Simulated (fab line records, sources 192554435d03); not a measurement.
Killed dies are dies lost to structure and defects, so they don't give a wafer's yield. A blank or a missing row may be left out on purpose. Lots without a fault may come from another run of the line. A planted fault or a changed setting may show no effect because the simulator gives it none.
Chamber matching | flow n5_finfet | N5_BEOL_M5_STRIP_36 on rie_diel-01: 4 sister chambers
The step strips in N2/H2. 4 wafers are shown with their chamber, then 7 later ones without.

WAFERS WITH THEIR CHAMBER
wafer  | chamber | showerhead_plenum_p_Torr (Torr)
L082.3 | 0       | 2.46
L087.2 | 1       | 2.47
L091.2 | 2       | 2.44
L091.3 | 3       | 2.56

WAFERS WITHOUT THEIR CHAMBER
wafer  | showerhead_plenum_p_Torr (Torr)
L091.5 | 2.45
L089.1 | 2.56
L089.4 | 2.43
L089.6 | 2.47
L090.3 | 2.43
L090.4 | 2.45
L090.6 | 2.43

WHICH CHAMBER EACH WENT THROUGH
wafer  | from the rows above          | in truth
L091.5 | can't be placed: 0 or 2 or 1 | 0
L089.1 | 3                            | 3
L089.4 | 2                            | 2
L089.6 | can't be placed: 1 or 0      | 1
L090.3 | 2                            | 2
L090.4 | can't be placed: 0 or 2 or 1 | 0
L090.6 | 2                            | 2
Placed correctly: 4 of 7. Can't be placed from these rows: 3 (the true chamber is among the candidates in 3). Placed wrongly: 0.
How it was worked out, from the rows above alone: a wafer's distance from a chamber is the root of the sum, over the readings, of the square of ((its reading less the chamber's mean) divided by the reading's scatter). The wafer belongs to the nearest chamber; if the next one is less than 2 further off, it can't be placed. A chamber's mean is the mean of its shown wafers. The scatter: with one shown wafer a chamber, the root of the mean of the squares of how far each hidden wafer lies from its nearest shown one.
